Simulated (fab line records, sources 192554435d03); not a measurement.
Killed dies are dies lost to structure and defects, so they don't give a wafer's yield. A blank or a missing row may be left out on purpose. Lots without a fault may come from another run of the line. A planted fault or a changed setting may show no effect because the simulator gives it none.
A struck lot beside a sound one | flow n5_finfet | 36 steps out of a route of 1938
Sound: wafers L582.2, L582.3, L582.4. Struck: wafer L575.4. (L575.1 of the same lot was not struck and is left out.) The cause comes at the end.
At each step with rows: each side's tool, then ch and its chambers, then its first start. Under that, the readings that differ: sound wafers | struck wafers | difference of the means | sigmas: that difference in standard deviations of wafers without a fault.
alike: readings whose means differ by less than 2 such deviations, and words and numbers that are the same on both sides. not compared: withheld readings, readings that some wafer has no value for, bounds like >300 that may hide the same value, and numbers for which the record gives no deviation and whose values overlap.
The two part at a step that has a row with sigmas, a row that says differs or no value, or rows on one side only. Numbers that don't overlap but have no deviation are shown without sigmas and don't part them. A reading that every wafer of one side lacks parts them only if that side has two wafers or more.

first, 7 steps without rows for these wafers: N5_SD_ACTIVATION_RTA_00 (time 0 s); N5_SD_ACTIVATION_LSA_01 (time 0.0008 s); N5_ILD0_LINER_00 (material SiNx, target thk 4 nm, pulse time 1 s, purge time 2 s); N5_ILD0_FCVD_FILL_01 (material SiO2 flowable, target thk 200 nm, time 328.3 s); N5_ILD0_CURE_02 (time 1800 s); N5_ILD0_CMP_03 (polishes, stops on SiNx, t overpolish 1.9 s, target thk 197.38 nm); N5_ILD0_CMP_07 (polishes SiO2 flowable, stops on poly-Si, t overpolish 1.18 s, target thk 138.88 nm).
N5_ILD0_PRECLEAN_10: cleans in NF3:NH3, afs cycles 5, time 20 s, sublimation time 60 s.
  sound on remote_plasma-01 ch 1, day 8 12:46; struck on remote_plasma-02 ch 1, day 6 20:34
  reading                                              | sound             | struck | difference | sigmas
  time_s (s)                                           | 20 20 20          | 11.263 | -8.737     |
  model.SiO2_flowable_of_ILD0_FCVD_FILL_01.thk_nm (nm) | 119.6 118.6 120.6 | 128.4  | +8.8       |
  alike: pressure_torr, rf_power_w
then, 24 steps without rows for these wafers: N5_ILD0_ALD_15 (deposits SiNx, target thk 24 nm, pulse time 1 s, ald cycles 480); N5_ILD0_CMP_12 (polishes SiNx, stops on poly-Si, t overpolish 6 s, target thk 17.67 nm); N5_SDB_HM_DEP_00 (deposits SiNx from SiH4/NH3/N2, target thk 40 nm, time 35.3 s); N5_SDB_COAT_03 (time 60 s, resist thk 100 nm); N5_SDB_COAT_04 (time 60 s, resist thk 18 nm); N5_SDB_COAT_05 (resist thk 90 nm); N5_SDB_EBR_07; N5_SDB_SOFTBAKE_06 (time 60 s); N5_SDB_EXPOSE_08 (exposes mask SDB); N5_SDB_PEB_09 (peb time 60 s); N5_SDB_DEVELOP_10 (develop time 30 s); N5_SDB_DESCUM_16 (chemistry O2, time 7.9 s); N5_SDB_ETCH_17 (etches SiARC in CF4, target depth 23.4 nm, time 39 s); N5_SDB_ETCH_18 (etches SOC in N2/H2, target depth 100 nm, overetch 20 nm, time 150 s); N5_SDB_STRIP_19 (strips in N2/H2); N5_SDB_STRIP_21 (strips in CF4); N5_SDB_HM_OPEN_20 (chemistry CH3F/O2, target SiNx, stops on poly-Si, target depth 24 nm); N5_SDB_STRIP_22 (strips in N2/H2); N5_SDB_PRECLEAN_23 (cleans in dHF, time 30 s); N5_SDB_DUMMY_REMOVE_24 (chemistry TMAH, target poly-Si, stops on SiO2, target depth 142 nm, time 57 s, rinse time 30 s); N5_SDB_ETCH_25 (etches SiO2 in C4F6/O2, target depth 10 nm, time 3.3 s); N5_SDB_CUT_ETCH_26 (etches Si in HBr/Cl2/O2, target depth 129.6 nm, bt time 20 s, time 51.8 s); N5_SDB_PRECLEAN_38 (cleans in dHF, time 10 s); N5_SDB_PRECLEAN_39 (cleans in O3/DIW, time 45 s).
N5_GATE_CUT_THK_MEAS_24:
  sound on film_metro-01, day 9 13:35; struck on film_metro-01, day 7 20:32
  reading          | sound             | struck | difference | sigmas
  GC_FILL_THK (nm) | 218.8 216.3 221.9 | 226.7  | +7.7       | +4
N5_MOL_CONTACT_COAG_WET_ETCH_116: etches the open film in SC1-inhibited, target depth 4.6 nm, rinse time 30 s.
  sound on wet_bench-02 ch 1,3,7, day 9 19:39; struck on wet_bench-02 ch 6, day 8 12:10
  reading                                              | sound             | struck | difference | sigmas
  model.SiO2_flowable_of_ILD0_FCVD_FILL_01.thk_nm (nm) | 111.4 110.6 112.4 | 119.6  | +8.1       |
-- the record jumps here: 4 days lie between the struck wafers' starts before and after (it left off in module MOL_CONTACT_COAG and takes up again in module BEOL_M4, whose first step shown is number 1111 of the route) --
N5_BEOL_M4_RC_MEAS_101:
  sound on prober-01 ch 0, day 13 12:42; struck on prober-01 ch 0, day 12 06:58
  alike: DIBL_N, DIBL_P, IOFF_N, IOFF_P, ION_N, ION_P, SS_N, SS_P, VT_N, VT_P
-- the record jumps here: 4 days lie between the struck wafers' starts before and after (it left off in module BEOL_M4 and takes up again in module PASSIVATION, whose first step shown is number 1936 of the route) --
N5_PASSIVATION_PROBE_49:
  sound on prober-01, day 18 10:49; struck on prober-01, day 16 15:28
  alike: defect_limited_yield, killed_at_M0_to_M3, killed_at_M4_up, killed_at_contacts, killed_at_front_end, killed_at_other, killed_dies, killed_open, killed_short, sort_bin_5_function, sort_bin_6_memory, sort_n_pass, sort_yield_pct

WHERE THEY PART
Only at N5_GATE_CUT_THK_MEAS_24, within this record. Later steps at which nothing parts them and some readings are alike: N5_BEOL_M4_RC_MEAS_101, N5_PASSIVATION_PROBE_49.

WHY: what the simulator had put in
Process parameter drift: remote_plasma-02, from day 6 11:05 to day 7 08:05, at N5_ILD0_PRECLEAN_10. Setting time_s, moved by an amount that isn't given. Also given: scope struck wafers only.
